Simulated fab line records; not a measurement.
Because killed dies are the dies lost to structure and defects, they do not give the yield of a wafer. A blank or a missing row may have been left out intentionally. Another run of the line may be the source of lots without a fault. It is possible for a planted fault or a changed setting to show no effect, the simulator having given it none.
Which of the tools did it? | flow nand harc | Sampling: 6 lots, 18 wafers, 3 of 1159 route steps

## WHAT THE GAUGES SHOWED, per wafer
NHARC_A_CONTACT_INSPECT_23.
lot  | measured     | on                | raw defect count
L911 | day 18 02:05 | defect inspect-01 | 363 351 334
L913 | day 18 18:53 | defect inspect-01 | 648 310 585
L918 | day 19 17:11 | defect inspect-01 | 389 718 498
L917 | day 20 04:40 | defect inspect-01 | 311 419 458
L923 | day 21 10:20 | defect inspect-01 | 331 351 643
L930 | day 23 06:06 | defect inspect-02 | 337 312 379

## EACH LOT AND THE TOOL THAT RAN IT (in order: tool; ch and the chambers of the sampled wafers; start)
lot  | NHARC_A_CONTACT_ETCH_31                       | NHARC_A_CONTACT_ETCH_137
L911 | rie diel-09 ch 2,3, day 17 19:20 or earlier   | har cap etch-03 ch 0,1, day 17 19:20
L913 | rie diel-01 ch 0,2,3, day 18 11:32 or earlier | har cap etch-02 ch 0,1, day 18 11:32
L918 | rie diel-09 ch 1,2, day 19 13:54 or earlier   | har cap etch-01 ch 0, day 19 13:54
L917 | rie diel-01 ch 0,3, day 19 21:15 or earlier   | har cap etch-03 ch 0,1, day 19 21:15
L923 | rie diel-01 ch 1,2, day 21 01:13 or earlier   | har cap etch-02 ch 0,1, day 21 01:13
L930 | rie diel-01 ch 0,2, day 22 22:17 or earlier   | har cap etch-01 ch 0,1, day 22 22:17
- NHARC_A_CONTACT_ETCH_31: etches the open film in O2/COS, target depth 2000 nm, time 520 s.
- NHARC_A_CONTACT_ETCH_137: etches the open film in C4F8/O2/Ar, time 132 s, target depth 1287 nm.

## THE ANSWER, worked out from the rows above alone
Rule: usual is defined by the lots themselves. The widest of any qualifying gaps counts: lots, ordered by their means at a reading, are off when they make up no more than a third of the lots, leave a main group of 4 or more, and stand apart from it by 3 or more times the standard deviation of that group's means. A main group whose means are all the same, to the digits that the tables above print for the reading, isn't used. A lot without any number at a reading at which 4 lots or more have one is off too. The other lots that the step has rows for count as sound.
None of the lots is off at any reading shown; this tells nothing.

## WHAT THE SIMULATOR PUT IN
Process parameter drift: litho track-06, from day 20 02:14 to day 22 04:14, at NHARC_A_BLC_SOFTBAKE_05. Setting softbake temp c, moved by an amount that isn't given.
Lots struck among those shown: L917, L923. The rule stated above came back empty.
